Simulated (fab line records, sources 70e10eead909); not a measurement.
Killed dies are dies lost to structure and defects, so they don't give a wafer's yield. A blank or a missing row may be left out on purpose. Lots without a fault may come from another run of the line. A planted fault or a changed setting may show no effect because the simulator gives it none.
Chamber matching | flow nand_harc | NHARC_P_M2_ETCH_15 on rie_diel-10: 4 sister chambers
The step etches the open film in C4F8/Ar, target depth 182.5 nm, time 91.2 s. 16 wafers are shown with their chamber, then 8 later ones without.

WAFERS WITH THEIR CHAMBER
wafer  | chamber | rf_vpp_V (V) | chamber_pressure_mTorr (mTorr) | oes_product_au (a.u.)
L512.2 | 2       | 440.5        | 25.003                         | 0.978
L512.4 | 3       | 438.8        | 25.005                         | 0.954
L512.6 | 3       | 439.2        | 24.949                         | 0.954
L514.1 | 2       | 441.7        | 24.947                         | 0.983
L514.3 | 1       | 440.1        | 25.027                         | 0.977
L514.4 | 3       | 438.8        | 24.978                         | 0.962
L516.1 | 2       | 441.3        | 24.978                         | 0.932
L516.4 | 0       | 440.5        | 24.980                         | 0.934
L516.6 | 2       | 441.0        | 24.991                         | 0.937
L517.1 | 3       | 441.2        | 24.995                         | 0.966
L517.2 | 2       | 439.7        | 24.981                         | 0.977
L517.6 | 2       | 441.4        | 24.982                         | 0.971
L518.1 | 0       | 439.7        | 25.023                         | 0.969
L518.4 | 3       | 439.9        | 25.017                         | 0.961
L518.6 | 1       | 439.7        | 25.008                         | 0.977
L520.1 | 1       | 438.7        | 25.013                         | 0.960

SIGNATURES (means of the wafers above)
reading                | chamber 0 | chamber 1 | chamber 2 | chamber 3 | scatter within a chamber
rf_vpp_V               | 440.100   | 439.500   | 440.933   | 439.580   | 0.822
chamber_pressure_mTorr | 25.00150  | 25.01600  | 24.98033  | 24.98880  | 0.0217
oes_product_au         | 0.95150   | 0.97133   | 0.96300   | 0.95940   | 0.0169
Rule: a wafer's distance from a chamber is the root of the sum, over the readings, of the square of ((its reading less the chamber's mean) divided by the reading's scatter). The wafer belongs to the nearest chamber; if the next one is less than 2 further off, it can't be placed. The scatter: the root of (the sum of the squares of (reading less its chamber's mean) over the shown wafers, divided by (wafers less chambers)).

WAFERS WITHOUT THEIR CHAMBER
wafer  | rf_vpp_V (V) | chamber_pressure_mTorr (mTorr) | oes_product_au (a.u.)
L520.4 | 439.1        | 24.976                         | 0.970
L520.5 | 438.7        | 24.999                         | 0.959
L532.3 | 437.8        | 25.020                         | 0.959
L532.5 | 438.9        | 25.001                         | 0.955
L532.6 | 439.9        | 25.001                         | 0.974
L535.4 | 438.0        | 24.962                         | 0.925
L535.5 | 439.4        | 24.991                         | 0.932
L535.6 | 440.6        | 25.028                         | 0.921

WHICH CHAMBER EACH WENT THROUGH
wafer  | from the rows above               | in truth
L520.4 | can't be placed: 3 or 1 or 0 or 2 | 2
L520.5 | can't be placed: 3 or 1 or 0 or 2 | 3
L532.3 | can't be placed: 1 or 3 or 0      | 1
L532.5 | can't be placed: 3 or 1 or 0 or 2 | 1
L532.6 | can't be placed: 1 or 3 or 0 or 2 | 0
L535.4 | can't be placed: 3 or 0 or 1 or 2 | 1
L535.5 | can't be placed: 0 or 3 or 1 or 2 | 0
L535.6 | can't be placed: 0 or 3 or 1 or 2 | 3
Placed correctly: 0 of 8. Can't be placed from these rows: 8 (the true chamber is among the candidates in 8). Placed wrongly: 0.
